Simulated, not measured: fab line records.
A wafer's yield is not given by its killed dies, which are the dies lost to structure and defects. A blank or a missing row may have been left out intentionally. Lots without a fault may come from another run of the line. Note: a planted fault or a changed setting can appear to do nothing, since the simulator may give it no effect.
fab line records	flow nand_harc	part 1 of 2: steps 1 to 28 of 38
record lots=5	wafers=15	last_day=33
route steps=1302 shown P_STI@95 P_GATE@110
lots that met no fault: from a run of the same line without faults
start_h: start of the lot's first displayed wafer, in hours after the record's first day	wait_h: how many hours have passed since the lot's step before this one	" same as the row above	L1.1+2: several wafers, shown together as one row	- value missing, or start not given	* or withheld: withheld	< > ~ a bound
route shown NAME@n: NAME is a module with steps in the file, n the number in the route of the first one	usual: the fault-free wafers' mean and standard deviation	same: alike in all rows	chamber/n: place in a boat	sites: each site's reading	_std_site: the values' standard deviation	_edge_site: mean of outer sites minus mean of inner sites	radius_mm: for every site, how far away it sits from the centre of the wafer	mask NAME#n: copy n	behind: the last tool/chamber to shape the wafer	hold: why the lot was held/for how many hours/how that ended	device: which transistor (n, p or np) failed to switch	end of line: the same wafers' tests at the end of the route	a step without rows: its recipe alone	killed: at the first sort, the dies lost to defects and structure; wafer yield is something else	map: a wafer's dies, marking killed ones x, the rest . and places with no die _
set.NAME: the setting as run; set.NAME@STEP: as run at that earlier step	model.NAME: the simulator's own value behind a step, which no gauge read
a table for each step, a row for each wafer; lots at some steps of the route
services: from which hour (start_h, from the record's first day; less than 0 if before it) a tool's chamber was out of use, for how many hours, and why
## steps
# step NHARC_P_STI_SRD_23
lot.wafer	tool	chamber	start_h	wait_h
L078.3+4+6	wet_bench-01	4,6,7	-	-
L079.2+4+6	wet_bench-04	0,2,5	-	-
L083.2+4+5	wet_bench-06	2,3,5	-	-
L090.6+4+5	wet_bench-01	0,1,2	-	-
L096.3+6+4	wet_bench-04	6,7,2	-	-
# step NHARC_P_STI_OCD_MEAS_43
# usual trench_depth_nm=301/4.1	trench_foot_cd_nm=158.7/2.1
lot.wafer	tool	chamber	start_h	wait_h	trench_depth_nm	trench_foot_cd_nm
L078.3	ocd-02	-	84.55	-	309	158.2
L078.4	"	-	"	"	301	159.5
L078.6	"	-	"	"	303	159.7
L079.2	ocd-02	-	93.62	-	299	159.3
L079.4	"	-	"	"	298	158.3
L079.6	"	-	"	"	301	156.3
L083.2	ocd-01	-	134.95	-	303	155.2
L083.4	"	-	"	"	309	157.9
L083.5	"	-	"	"	310	157.6
L090.4	ocd-02	-	205.48	-	300	154.9
L090.5	"	-	"	"	299	157.7
L090.6	"	-	"	"	300	160.9
L096.3	ocd-02	-	264.11	-	304	157.7
L096.4	"	-	"	"	301	161.3
L096.6	"	-	"	"	303	156.7
# step NHARC_P_STI_OXIDE_33
# recipe target_thk_a=100	temp_c=1000	ox_time_s=281	material=SiO2
# usual spike_tc_centre_C=1000.4/1.3	tube_center_temp_C=1000/0.088	zone_power_upper_pct=22.1/2.2
lot.wafer	tool	chamber	start_h	wait_h	spike_tc_centre_C	tube_center_temp_C	zone_power_upper_pct
L078.3	furnace-06	0	87.53	3.0	1000.1	999.92	23.5
L078.4	"	0	"	"	1000.5	1000.1	23.9
L078.6	"	0	"	"	1002.3	1000.1	24.0
L079.2	furnace-02	0	97.31	3.7	999.3	999.89	24.0
L079.4	"	0	"	"	998.7	1000.1	23.9
L079.6	"	0	"	"	999.9	999.93	24.1
L083.2	furnace-04	0	142.32	7.4	1000.9	999.97	19.2
L083.4	"	0	"	"	1000.8	999.99	19.1
L083.5	"	0	"	"	999.7	1000	19.3
L090.4	furnace-04	0	211.16	5.7	1000.0	1000.1	19.1
L090.5	"	0	"	"	1000.3	999.81	19.3
L090.6	"	0	"	"	1000.0	999.87	19.0
L096.3	furnace-02	0	268.60	4.5	998.9	1000.2	24.3
L096.4	"	0	"	"	998.3	999.92	23.7
L096.6	"	0	"	"	997.7	1000	23.4
# step NHARC_P_STI_HDPCVD_20
# recipe target_thk_a=withheld	sigma_open_frac=withheld	material=SiO2
lot.wafer	tool	chamber	start_h	wait_h
L078.4+3+6	hdpcvd-01	0,1,0	92.46	0.5
L079.2+4+6	hdpcvd-01	1,1,0	102.01	0.4
L083.2+4+5	hdpcvd-01	0,0,1	147.00	0.4
L090.4+5+6	hdpcvd-01	1,1,0	216.01	0.5
L096.3+4+6	hdpcvd-01	0,1,0	274.56	1.6
# step NHARC_P_STI_ANNEAL_34
# recipe temp_c=1000	time_s=1800
# usual spike_tc_centre_C=999.9/1.3	tube_center_temp_C=1000/0.09	zone_power_upper_pct=22.0/2.2
# same time_s=1800
lot.wafer	tool	chamber	start_h	wait_h	spike_tc_centre_C	tube_center_temp_C	zone_power_upper_pct
L078.3	furnace-06	0	96.10	3.5	1000.1	1000.1	23.8
L078.4	"	0	"	"	1000.3	1000	23.5
L078.6	"	0	"	"	1000.3	999.92	24.0
L079.2	furnace-04	0	105.75	3.7	1002.0	1000.2	19.4
L079.4	"	0	"	"	1001.1	1000.1	19.4
L079.6	"	0	"	"	1000.6	1000.2	19.5
L083.2	furnace-04	0	150.75	3.7	1002.5	999.83	19.4
L083.4	"	0	"	"	1001.3	1000.2	19.3
L083.5	"	0	"	"	1000.8	999.88	19.6
L090.4	furnace-02	0	221.41	5.3	999.3	999.96	23.6
L090.5	"	0	"	"	998.3	999.91	23.7
L090.6	"	0	"	"	997.3	1000.1	23.9
L096.3	furnace-02	0	278.63	4.0	999.2	999.87	23.9
L096.4	"	0	"	"	998.1	999.95	24.0
L096.6	"	0	"	"	998.4	999.86	24.1
# step NHARC_P_STI_CMP_21
# recipe t_overpolish_s=20	target_thk_nm=380.67
# usual motor_current_A=12.0/0.88	overpolish_run_s=20.000/0.0087	slurry_flow_ml_min=150.1/0.49
lot.wafer	tool	chamber	start_h	wait_h	motor_current_A	overpolish_run_s	slurry_flow_ml_min
L078.3	cmp-04	2	101.01	0.4	13.0	20.008	149.7
L078.4	"	0	"	"	12.2	20.000	150.6
L078.6	"	2	"	"	12.7	19.987	150.2
L079.2	cmp-03	0	110.72	0.4	11.6	20.002	149.8
L079.4	"	2	"	"	11.0	20.001	149.1
L079.6	"	0	"	"	11.9	19.985	150.1
L083.2	cmp-04	0	155.63	0.4	11.9	20.004	149.5
L083.4	"	2	"	"	12.5	20.026	149.3
L083.5	"	0	"	"	11.5	19.992	149.8
L090.4	cmp-03	1	226.36	0.4	12.0	20.007	150.7
L090.6	"	2	"	"	11.5	20.007	150.4
L090.5	"	3	"	"	11.6	19.985	150.7
L096.3	cmp-03	0	283.60	0.4	12.1	20.011	150.1
L096.4	"	1	"	"	12.3	19.996	149.6
L096.6	"	2	"	"	12.0	20.006	150.0
# step NHARC_P_STI_SRD_35
lot.wafer	tool	chamber	start_h	wait_h
L078.4+3+6	wet_bench-06	7,1,3	101.32	0.0
L079.4+6+2	wet_bench-01	1,2,5	111.02	0.0
L083.4+5+2	wet_bench-01	2,3,7	155.93	0.0
L090.4+5+6	wet_bench-04	6,7,2	226.59	0.0
L096.6+3+4	wet_bench-06	1,2,3	283.86	0.0
# step NHARC_P_STI_ETCH_36
# recipe target_depth_a=388	chemistry=dHF	material=SiO2
lot.wafer	tool	chamber	start_h	wait_h
L078.4+3+6	wet_bench-06	7,1,3	101.34	0.0
L079.4+6+2	wet_bench-01	1,2,5	111.05	0.0
L083.4+5+2	wet_bench-01	2,3,7	155.96	0.0
L090.4+5+6	wet_bench-04	6,7,2	226.61	0.0
L096.6+3+4	wet_bench-06	1,2,3	283.88	0.0
# step NHARC_P_STI_STRIP_24
# recipe temp_c=160	chemistry=H3PO4	material=Si3N4
lot.wafer	tool	chamber	start_h	wait_h
L078.4+3+6	wet_bench-06	7,1,3	101.35	0.0
L079.4+6+2	wet_bench-01	1,2,5	111.06	0.0
L083.4+5+2	wet_bench-01	2,3,7	155.97	0.0
L090.4+5+6	wet_bench-04	6,7,2	226.63	0.0
L096.6+3+4	wet_bench-06	1,2,3	283.90	0.0
# step NHARC_P_STI_ETCH_37
# recipe target_depth_a=110	chemistry=dHF	material=SiO2
lot.wafer	tool	chamber	start_h	wait_h
L078.4+3+6	wet_bench-06	7,1,3	-	-
L079.4+6+2	wet_bench-01	1,2,5	-	-
L083.4+5+2	wet_bench-01	2,3,7	-	-
L090.4+5+6	wet_bench-04	6,7,2	-	-
L096.6+3+4	wet_bench-06	1,2,3	-	-
# step NHARC_P_STI_PRECLEAN_38
# recipe time_s=*	temp_c=50	bath_age_min=0	chemistry=SC1
# same time_s=*
lot.wafer	tool	chamber	start_h	wait_h
L078.4+3+6	wet_bench-06	7,1,3	-	-
L079.4+6+2	wet_bench-01	1,2,5	-	-
L083.4+5+2	wet_bench-01	2,3,7	-	-
L090.4+5+6	wet_bench-04	6,7,2	-	-
L096.6+3+4	wet_bench-06	1,2,3	-	-
# step NHARC_P_STI_SRD_39
lot.wafer	tool	chamber	start_h	wait_h
L078.4+3+6	wet_bench-06	7,1,3	-	-
L079.4+6+2	wet_bench-01	1,2,5	-	-
L083.4+5+2	wet_bench-01	2,3,7	-	-
L090.4+5+6	wet_bench-04	6,7,2	-	-
L096.6+3+4	wet_bench-06	1,2,3	-	-
# step NHARC_P_STI_OXIDE_40
# recipe target_thk_a=100	temp_c=900	ox_time_s=1362	material=SiO2
# usual spike_tc_centre_C=900.3/1.4	tube_center_temp_C=899.99/0.077	zone_power_upper_pct=17.2/1.7
lot.wafer	tool	chamber	start_h	wait_h	spike_tc_centre_C	tube_center_temp_C	zone_power_upper_pct
L078.3	furnace-06	0	104.71	-	900.7	900.11	18.7
L078.4	"	0	"	"	900.4	899.79	18.6
L078.6	"	0	"	"	901.8	900.06	18.7
L079.2	furnace-06	0	114.42	-	902.3	899.91	18.4
L079.4	"	0	"	"	901.4	899.85	18.4
L079.6	"	0	"	"	902.2	899.86	18.8
L083.2	furnace-06	0	159.86	-	899.0	899.9	18.8
L083.4	"	0	"	"	901.5	900	18.8
L083.5	"	0	"	"	902.3	899.98	18.8
L090.4	furnace-02	0	230.69	-	897.3	899.96	18.8
L090.5	"	0	"	"	898.5	899.92	19.0
L090.6	"	0	"	"	898.8	900	18.8
L096.3	furnace-04	0	287.82	-	900.2	900.04	15.4
L096.4	"	0	"	"	902.5	900.01	15.1
L096.6	"	0	"	"	901.7	899.93	15.5
# step NHARC_P_STI_INSPECT_25
# usual raw_defect_count=216/70
lot.wafer	tool	chamber	start_h	wait_h	raw_defect_count
L078.3	defect_inspect-01	-	108.70	0.4	256
L078.4	"	-	"	"	181
L078.6	"	-	"	"	153
L079.2	defect_inspect-02	-	118.49	0.4	165
L079.4	"	-	"	"	313
L079.6	"	-	"	"	218
L083.2	defect_inspect-02	-	163.94	0.4	181
L083.4	"	-	"	"	190
L083.5	"	-	"	"	179
L090.4	defect_inspect-02	-	234.70	0.4	248
L090.5	"	-	"	"	203
L090.6	"	-	"	"	263
L096.3	defect_inspect-01	-	291.88	0.4	230
L096.4	"	-	"	"	257
L096.6	"	-	"	"	131
# step NHARC_P_GATE_ETCH_69
# recipe target_depth_a=140	chemistry=dHF	material=SiO2
lot.wafer	tool	chamber	start_h	wait_h
L078.6+3+4	wet_bench-05	1,5,6	108.75	0.0
L079.6+4+2	wet_bench-05	7,2,4	118.54	0.0
L083.2+5+4	wet_bench-02	5,7,0	163.99	0.0
L090.6+5+4	wet_bench-09	7,1,2	234.78	0.1
L096.3+4+6	wet_bench-02	4,6,0	291.96	0.1
# step NHARC_P_GATE_PRECLEAN_70
# recipe time_s=*	temp_c=50	bath_age_min=0	chemistry=SC1
# same time_s=*
lot.wafer	tool	chamber	start_h	wait_h
L078.6+3+4	wet_bench-05	1,5,6	108.85	0.1
L079.6+4+2	wet_bench-05	7,2,4	118.64	0.1
L083.2+5+4	wet_bench-02	5,7,0	164.08	0.1
L090.6+5+4	wet_bench-09	7,1,2	234.85	0.1
L096.3+4+6	wet_bench-02	4,6,0	292.12	0.1
# step NHARC_P_GATE_SRD_01
lot.wafer	tool	chamber	start_h	wait_h
L078.6+3+4	wet_bench-05	1,5,6	-	-
L079.6+4+2	wet_bench-05	7,2,4	-	-
L083.2+5+4	wet_bench-02	5,7,0	-	-
L090.6+5+4	wet_bench-09	7,1,2	-	-
L096.3+4+6	wet_bench-02	4,6,0	-	-
# step NHARC_P_GATE_OXIDE_02
# recipe target_thk_a=375	temp_c=950	p_h2o_torr=720	ox_time_s=365	material=SiO2
# usual spike_tc_centre_C=951.0/1.7	tube_center_temp_C=950.01/0.083	zone_power_upper_pct=22.7/2.1
lot.wafer	tool	chamber	start_h	wait_h	spike_tc_centre_C	tube_center_temp_C	zone_power_upper_pct
L078.3	furnace-01	0	109.50	-	949.6	950.03	21.8
L078.4	"	0	"	"	953.2	949.91	21.8
L078.6	"	0	"	"	952.5	950.02	21.7
L079.2	furnace-08	0	122.08	-	950.8	950.1	25.5
L079.4	"	0	"	"	948.7	949.86	25.7
L079.6	"	0	"	"	950.4	950.02	26.2
L083.2	furnace-01	0	167.30	-	952.2	949.91	21.5
L083.4	"	0	"	"	949.7	949.98	21.6
L083.5	"	0	"	"	952.6	949.94	21.5
L090.4	furnace-01	0	238.06	-	952.9	949.89	22.1
L090.5	"	0	"	"	952.8	950.06	21.8
L090.6	"	0	"	"	953.1	950.01	21.7
L096.3	furnace-08	0	296.08	-	949.2	950.03	25.3
L096.4	"	0	"	"	949.1	950	26.4
L096.6	"	0	"	"	948.1	950.06	25.9
# step NHARC_P_GATE_DEHYDRATE_03
# recipe temp_c=150	time_s=120
# usual chill_plate_temp_C=23.00/0.11	plate_temp_C=149.95/0.15
# same time_s=120
lot.wafer	tool	chamber	start_h	wait_h	chill_plate_temp_C	plate_temp_C
L078.3	litho_track-05	0	114.01	0.4	23.00	150.13
L078.4	"	0	"	"	23.02	149.94
L078.6	"	0	"	"	23.11	149.68
L079.2	litho_track-02	0	126.66	0.4	22.96	149.92
L079.4	"	0	"	"	22.89	149.90
L079.6	"	0	"	"	22.96	149.69
L083.2	litho_track-05	0	171.90	0.4	23.09	150.13
L083.4	"	0	"	"	23.00	149.80
L083.5	"	0	"	"	23.03	149.84
L090.4	litho_track-05	0	242.59	0.4	23.04	149.88
L090.5	"	0	"	"	23.21	149.98
L090.6	"	0	"	"	23.16	149.61
L096.3	litho_track-03	0	300.71	0.4	23.18	149.88
L096.4	"	0	"	"	23.04	149.70
L096.6	"	0	"	"	23.18	149.85
# step NHARC_P_GATE_HMDS_04
# recipe time_s=30
# usual chill_plate_temp_C=22.99/0.11
# same time_s=30
lot.wafer	tool	chamber	start_h	wait_h	chill_plate_temp_C
L078.3	litho_track-05	0	-	-	22.93
L078.4	"	0	"	"	22.98
L078.6	"	0	"	"	22.94
L079.2	litho_track-02	0	-	-	22.97
L079.4	"	0	"	"	22.96
L079.6	"	0	"	"	22.96
L083.2	litho_track-05	0	-	-	23.02
L083.4	"	0	"	"	22.97
L083.5	"	0	"	"	23.06
L090.4	litho_track-05	0	-	-	22.91
L090.5	"	0	"	"	22.98
L090.6	"	0	"	"	23.02
L096.3	litho_track-03	0	-	-	22.99
L096.4	"	0	"	"	22.97
L096.6	"	0	"	"	23.10
# step NHARC_P_GATE_COAT_05
# recipe spin_rpm=4690
# usual chill_plate_temp_C=23.02/0.11	spin_speed_rpm=4690.2/2.8
lot.wafer	tool	chamber	start_h	wait_h	chill_plate_temp_C	spin_speed_rpm
L078.3	litho_track-05	0	-	-	23.15	4690.8
L078.4	"	0	"	"	23.17	4690.0
L078.6	"	0	"	"	22.93	4687.6
L079.2	litho_track-02	0	-	-	23.03	4692.1
L079.4	"	0	"	"	23.00	4693.3
L079.6	"	0	"	"	23.29	4690.0
L083.2	litho_track-05	0	-	-	22.96	4690.6
L083.4	"	0	"	"	23.07	4689.8
L083.5	"	0	"	"	22.97	4694.7
L090.4	litho_track-05	0	-	-	22.97	4686.1
L090.5	"	0	"	"	23.04	4689.2
L090.6	"	0	"	"	23.00	4686.5
L096.3	litho_track-03	0	-	-	23.19	4688.4
L096.4	"	0	"	"	23.09	4692.0
L096.6	"	0	"	"	23.09	4694.3
# step NHARC_P_GATE_SOFTBAKE_06
# recipe temp_c=122	time_s=95
# usual chill_plate_temp_C=22.99/0.098	plate_temp_C=122.00/0.13
# same time_s=95
lot.wafer	tool	chamber	start_h	wait_h	chill_plate_temp_C	plate_temp_C
L078.3	litho_track-05	0	-	-	23.13	121.93
L078.4	"	0	"	"	23.16	122.02
L078.6	"	0	"	"	23.14	122.25
L079.2	litho_track-02	0	-	-	22.87	122.08
L079.4	"	0	"	"	22.94	122.18
L079.6	"	0	"	"	22.94	121.97
L083.2	litho_track-05	0	-	-	23.17	121.81
L083.4	"	0	"	"	23.07	121.96
L083.5	"	0	"	"	23.05	121.99
L090.4	litho_track-05	0	-	-	22.94	121.68
L090.5	"	0	"	"	22.91	121.82
L090.6	"	0	"	"	23.00	121.79
L096.3	litho_track-03	0	-	-	22.92	121.97
L096.4	"	0	"	"	22.89	122.07
L096.6	"	0	"	"	22.81	121.91
# step NHARC_P_GATE_EBR_07
# usual chill_plate_temp_C=23.00/0.11
lot.wafer	tool	chamber	start_h	wait_h	chill_plate_temp_C
L078.3	litho_track-05	0	-	-	23.12
L078.4	"	0	"	"	22.94
L078.6	"	0	"	"	23.09
L079.2	litho_track-02	0	-	-	22.94
L079.4	"	0	"	"	23.07
L079.6	"	0	"	"	23.05
L083.2	litho_track-05	0	-	-	23.09
L083.4	"	0	"	"	22.93
L083.5	"	0	"	"	23.04
L090.4	litho_track-05	0	-	-	23.19
L090.5	"	0	"	"	23.23
L090.6	"	0	"	"	23.08
L096.3	litho_track-03	0	-	-	22.92
L096.4	"	0	"	"	23.03
L096.6	"	0	"	"	22.97
# step NHARC_P_GATE_EXPOSE_08
# recipe na=0.6	dose_mj=16.75	mask_id=P_HV
# usual stage_vel_mm_s=499.96/0.25
lot.wafer	tool	chamber	start_h	wait_h	mask	stage_vel_mm_s
L078.3	krf_scanner-02	0	114.32	-	P_HV#0	499.91
L078.4	"	0	"	"	P_HV#0	500.23
L078.6	"	0	"	"	P_HV#0	500.30
L079.2	krf_scanner-03	0	126.94	-	P_HV#0	499.72
L079.4	"	0	"	"	P_HV#0	499.40
L079.6	"	0	"	"	P_HV#0	499.63
L083.2	krf_scanner-03	0	172.05	-	P_HV#0	500.31
L083.4	"	0	"	"	P_HV#0	500.09
L083.5	"	0	"	"	P_HV#0	500.42
L090.4	krf_scanner-03	0	242.87	-	P_HV#0	500.05
L090.5	"	0	"	"	P_HV#0	499.97
L090.6	"	0	"	"	P_HV#0	500.43
L096.3	krf_scanner-01	0	300.98	-	P_HV#0	500.08
L096.4	"	0	"	"	P_HV#0	499.91
L096.6	"	0	"	"	P_HV#0	499.92
# step NHARC_P_GATE_PEB_09
# recipe peb_temp_c=118	peb_time_s=85
# usual chill_plate_temp_C=22.98/0.092	plate_temp_C=117.98/0.16
lot.wafer	tool	chamber	start_h	wait_h	chill_plate_temp_C	plate_temp_C
L078.3	litho_track-02	0	114.38	0.0	22.94	118.04
L078.4	"	0	"	"	22.98	118.06
L078.6	"	0	"	"	23.05	118.12
L079.2	litho_track-03	0	127.00	0.1	22.87	117.90
L079.4	"	0	"	"	22.93	117.94
L079.6	"	0	"	"	22.78	118.06
L083.2	litho_track-02	0	172.11	0.1	23.08	117.98
L083.4	"	0	"	"	23.11	117.81
L083.5	"	0	"	"	23.08	117.87
L090.4	litho_track-03	0	242.93	0.0	22.85	118.23
L090.5	"	0	"	"	22.96	118.15
L090.6	"	0	"	"	22.88	118.15
L096.3	litho_track-02	0	301.04	0.1	23.08	117.98
L096.4	"	0	"	"	23.09	118.20
L096.6	"	0	"	"	22.93	117.95
# step NHARC_P_GATE_DEVELOP_10
# recipe time_s=70
# usual chill_plate_temp_C=22.98/0.11
# same time_s=70
lot.wafer	tool	chamber	start_h	wait_h	chill_plate_temp_C
L078.3	litho_track-02	0	-	-	23.02
L078.4	"	0	"	"	23.07
L078.6	"	0	"	"	23.09
L079.2	litho_track-03	0	-	-	22.97
L079.4	"	0	"	"	23.08
L079.6	"	0	"	"	22.96
L083.2	litho_track-02	0	-	-	22.92
L083.4	"	0	"	"	22.99
L083.5	"	0	"	"	23.04
L090.4	litho_track-03	0	-	-	22.88
L090.5	"	0	"	"	22.96
L090.6	"	0	"	"	22.97
L096.3	litho_track-02	0	-	-	22.78
L096.4	"	0	"	"	22.93
L096.6	"	0	"	"	22.90
# step NHARC_P_GATE_CD_MEAS_11
# recipe target_cd_nm=1640	landing_energy_ev=500
# usual cd_nm=1641.0/1.5
lot.wafer	tool	chamber	start_h	wait_h	cd_nm
L078.3	cd_sem-02	0	114.47	-	1641.6
L078.4	"	0	"	"	1640.9
L078.6	"	0	"	"	1642.0
L079.2	cd_sem-03	0	127.09	-	1639.1
L079.4	"	0	"	"	1640.6
L079.6	"	0	"	"	1641.8
L083.2	cd_sem-02	0	172.20	-	1639.9
L083.4	"	0	"	"	1640.4
L083.5	"	0	"	"	1640.6
L090.4	cd_sem-03	0	243.02	-	1641.5
L090.5	"	0	"	"	1640.7
L090.6	"	0	"	"	1641.9
L096.3	cd_sem-02	0	301.13	-	1644.4
L096.4	"	0	"	"	1643.6
L096.6	"	0	"	"	1643.7
# step NHARC_P_GATE_HARDBAKE_12
# recipe temp_c=125	time_s=80
# usual chill_plate_temp_C=23.02/0.11	plate_temp_C=125.00/0.14
# same time_s=80
lot.wafer	tool	chamber	start_h	wait_h	chill_plate_temp_C	plate_temp_C
L078.3	litho_track-02	0	114.56	-	23.14	124.76
L078.4	"	0	"	"	23.21	124.88
L078.6	"	0	"	"	23.14	124.82
L079.2	litho_track-03	0	127.17	-	22.78	125.13
L079.4	"	0	"	"	22.97	125.03
L079.6	"	0	"	"	23.16	125.04
L083.2	litho_track-05	0	172.28	-	23.15	124.98
L083.4	"	0	"	"	22.94	124.94
L083.5	"	0	"	"	23.11	124.70
L090.4	litho_track-05	0	243.10	-	23.02	125.03
L090.5	"	0	"	"	22.98	124.93
L090.6	"	0	"	"	22.88	124.80
L096.3	litho_track-03	0	301.21	-	23.01	124.77
L096.4	"	0	"	"	22.99	125.01
L096.6	"	0	"	"	22.86	124.90
